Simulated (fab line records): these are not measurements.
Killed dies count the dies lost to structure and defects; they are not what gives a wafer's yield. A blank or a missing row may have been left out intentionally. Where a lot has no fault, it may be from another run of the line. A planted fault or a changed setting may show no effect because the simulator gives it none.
Split-lot experiment    flow n5-finfet    7 lots, 39 wafers read, on a route of 1938 steps

## ON THE SPLIT
At N5_ZERO_LAYER_PECVD_02 (deposits SiO2 from SiH4/N2O, target thk 10 nm, time 6 s), the setting time-s was moved away from the recipe's 6 s on 18 of the 39 wafers read, by -26.7% to +53.8%. For the rest of the wafers, this setting stayed at what the recipe calls for.

The reading is taken at the split's own step.

## THE READING
SiO2_of_ZERO_LAYER_PECVD_02.thk-nm (the simulator's own value, which no gauge read), in nm, at N5_ZERO_LAYER_PECVD_02 (deposits SiO2 from SiH4/N2O, target thk 10 nm, time 6 s). There is no usual value for it anywhere in the file. The 21 wafers here that ran the recipe average 9.998 nm, standard deviation 0.13 nm.

wafer   tool, chamber at the split  time-s as run, s  against the recipe  SiO2_of_ZERO_LAYER_PECVD_02.thk-nm, nm  against lot-mates on the recipe
L076.1  pecvd-04, 1                 6                 recipe              9.944                                   -
L076.2  pecvd-04, 2                 6                 recipe              9.939                                   -
L076.3  pecvd-04, 0                 6                 recipe              10.18                                   -
L076.4  pecvd-04, 1                 8.945             +49.1%              15.16                                   +5.139
L076.5  pecvd-04, 2                 8.945             +49.1%              15.18                                   +5.159
L076.6  pecvd-04, 0                 8.945             +49.1%              15.3                                    +5.279
L079.1  pecvd-04, 1                 6                 recipe              9.982                                   -
L079.2  pecvd-04, 2                 4.396             -26.7%              7.399                                   -2.628
L079.3  pecvd-04, 0                 4.396             -26.7%              7.361                                   -2.666
L079.4  pecvd-04, 0                 6                 recipe              10.1                                    -
L079.5  pecvd-04, 1                 6                 recipe              10                                      -
L079.6  pecvd-04, 2                 4.396             -26.7%              7.368                                   -2.659
L083.1  pecvd-02, 2                 6                 recipe              9.558                                   -
L083.2  pecvd-02, 0                 7.218             +20.3%              11.81                                   +2.001
L083.3  pecvd-02, 1                 7.218             +20.3%              11.84                                   +2.031
L083.4  pecvd-02, 2                 6                 recipe              9.902                                   -
L083.5  pecvd-02, 1                 7.218             +20.3%              12.09                                   +2.281
L083.6  pecvd-02, 0                 6                 recipe              9.966                                   -
L084.1  pecvd-02, 2                 8.526             +42.1%              13.93                                   +3.922
L084.2  pecvd-02, 1                 6                 recipe              9.99                                    -
L084.3  pecvd-02, 0                 8.526             +42.1%              14.09                                   +4.082
L084.4  pecvd-02, 0                 8.526             +42.1%              14.2                                    +4.192
L084.5  pecvd-02, 2                 6                 recipe              9.964                                   -
L084.6  pecvd-02, 1                 6                 recipe              10.07                                   -
L085.1  pecvd-03, 2                 8.952             +49.2%              14.77                                   +4.673
L085.2  pecvd-03, 1                 6                 recipe              10.08                                   -
L085.3  pecvd-03, 0                 8.952             +49.2%              14.83                                   +4.733
L085.4  pecvd-03, 2                 6                 recipe              10.05                                   -
L085.5  pecvd-03, 0                 6                 recipe              10.16                                   -
L085.6  pecvd-03, 1                 8.952             +49.2%              15.22                                   +5.123
L094.1  pecvd-04, 1                 6                 recipe              10.02                                   -
L094.3  pecvd-04, 0                 6                 recipe              9.938                                   -
L094.5  pecvd-04, 0                 6                 recipe              10.03                                   -
L095.1  pecvd-03, 1                 6                 recipe              9.998                                   -
L095.2  pecvd-03, 0                 9.231             +53.8%              15.34                                   +5.310
L095.3  pecvd-03, 2                 6                 recipe              9.923                                   -
L095.4  pecvd-03, 2                 9.231             +53.8%              15.43                                   +5.400
L095.5  pecvd-03, 0                 9.231             +53.8%              15.64                                   +5.610
L095.6  pecvd-03, 1                 6                 recipe              10.17                                   -

THE FIT
A straight line over all 39 wafers: SiO2_of_ZERO_LAYER_PECVD_02.thk-nm changes by +0.101 nm for each +1% of time-s; r = +1.00; the points scatter about the line by 0.16 nm.
The same after taking each lot's own level away (the mean of its wafers on the recipe; 39 wafers): +0.101 nm for each +1%; r = +1.00; scatter 0.15 nm.
On that fit, the largest move of time-s shifts the reading by 5.4 nm.
The span of the lots' own levels, 9.8087 to 10.0967 nm, comes to 2.3 times the standard deviation stated above.
The two slopes agree, so the slope changes little with the lot-to-lot level.
Check: with one of the wafers moved furthest among these (+53.8%) left out of the fit, the line predicts +5.44 nm for it against its lot-mates. Against them it came out at +5.31 nm.

## FILE'S OWN FIT
SiO2_of_ZERO_LAYER_PECVD_02.thk-nm changes by +0.101 nm for each +1% of time-s, r = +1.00.
